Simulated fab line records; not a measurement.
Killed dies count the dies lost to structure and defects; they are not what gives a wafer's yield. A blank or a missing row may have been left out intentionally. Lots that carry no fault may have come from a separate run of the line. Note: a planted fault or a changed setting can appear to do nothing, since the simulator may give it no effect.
A struck lot beside a sound one + flow nandHarc + 14 steps out of a route of 1302
Sound: the wafers L213.2, L213.3, L213.4. Struck: wafers L228.1, L228.4, L228.6. The cause comes at the end.
Each step with rows lists, per side, the tool, then ch with its chambers, then its first start. Under that, the readings that differ: sound wafers + struck wafers + difference of the means + sigmas: that difference in standard deviations of wafers without a fault.
alike: same words and numbers on both sides, and readings whose means sit less than 2 such deviations apart. not compared: any withheld reading, any reading some wafer has no value for, any bound like >300 that may hide the same value, and any number with overlapping values for which the record gives no deviation.
Wherever a step has rows on one side only, a row that says differs or no value, or a row with sigmas, the two part there. When numbers do not overlap yet have no deviation, they are printed without sigmas and do not part them. Lack of a reading on every wafer of one side parts them only where that side has two or more wafers.

first, 2 steps without rows for these wafers: NHARC_A_M0_PRE_CLEAN_29 (time 30 s); NHARC_A_M0_PVD_20 (deposits TaN, target thk 5 nm, time 8.06 s).
NHARC_A_M0_PVD_21: deposits Cu, target thk 30 nm, time 20.49 s.
  sound on pvdSputter-02; struck on pvdSputter-01
  alike: throttleValvePct
then, 1 step without rows for these wafers: NHARC_A_M0_ECD_22 (material Cu, target thk 400 nm).
NHARC_A_M0_ANNEAL_30: time 90 s.
  sound on rtpAnneal-02 ch 0, day 23 19:08; struck on rtpAnneal-01 ch 0, day 30 18:23
| reading         | sound                | struck               | difference | sigmas |
|-----------------|----------------------|----------------------|------------|--------|
| annealTempC (C) | 224.64 224.91 224.76 | 225.02 225.15 225.27 | +0.38      | +2     |
  alike: wafer_temp_C_max
NHARC_A_M0_CMP_23: polishes, t overpolish 20 s, target thk 113.75 nm.
  sound on cmp-04 ch 0,1,2, day 23 19:26; struck on cmp-01 ch 1,2, day 30 18:44
  alike: motorCurrentA, timeToEndpointS
NHARC_A_M0_THK_MEAS_24: measures by xrf.
  struck on filmMetro-02, day 30 19:03; sound on filmMetro-02, day 23 19:45
  alike: thkNm
following that, these wafers have no rows for 1 step: NHARC_A_M0_SRD_25.
NHARC_A_M0_INSPECT_27:
  struck on defectInspect-01, day 30 19:13; sound on defectInspect-02, day 23 19:55
  alike: rawDefectCount
NHARC_A_M0_PRE_CLEAN_31: time 12 s.
  sound on pecvd-04 ch 1,2, day 23 20:00; struck on pecvd-02 ch 1,2, day 30 19:16
  alike: heaterPowerW
  not compared: sinceWetCleanH
NHARC_A_M0_DEP_32: deposits SiCN, target thk 30 nm.
  sound on pecvd-04 ch 1,2, day 23 20:07; struck on pecvd-02 ch 1,2, day 30 19:23
  alike: chamberPressureTorr, heaterPowerOuterW, heaterPowerW
  not compared: sinceWetCleanH
NHARC_A_M1_DEP_00: deposits SiOC, target thk 182.5 nm.
  sound on pecvd-02 ch 1,2, day 23 20:31; struck on pecvd-04 ch 1,2, day 30 19:56
  no value came back on the struck wafers for chamberPressureTorr (Torr), rfFwdPowerW (W); on the sound wafers chamberPressureTorr (Torr) reads 5.011 4.982 5.006
  not compared: sinceWetCleanH
then, 1 step without rows for these wafers: NHARC_A_M1_DEHYDRATE_01 (time 120 s).
-- the record jumps here: 2 days lie between the struck wafers' starts before and after (it left off in module A_M1 and takes up again in module END, whose first step shown is number 1302 of the route) --
NHARC_END_SORT_01:
  sound on prober-01 ch 0, day 25 12:50; struck on prober-01 ch 0, day 33 01:15
| reading                | sound          | struck      | difference | sigmas |
|------------------------|----------------|-------------|------------|--------|
| defectLimitedYield (%) | 90.3 93.1 89.8 | 0 0 0       | -91        | -33    |
| killedAtArray          | 61 46 67       | 675 674 675 | +617       | +31    |
| killedDies             | 66 47 69       | 677 677 677 | +616       | +32    |
  alike: killedAtOther, killedAtPeriphery, killedOpen, killedShort

== WHERE THEY PART ==
Last at NHARC_END_SORT_01 as far as this record goes, first at NHARC_A_M0_ANNEAL_30.

WHY: whatever the simulator had introduced
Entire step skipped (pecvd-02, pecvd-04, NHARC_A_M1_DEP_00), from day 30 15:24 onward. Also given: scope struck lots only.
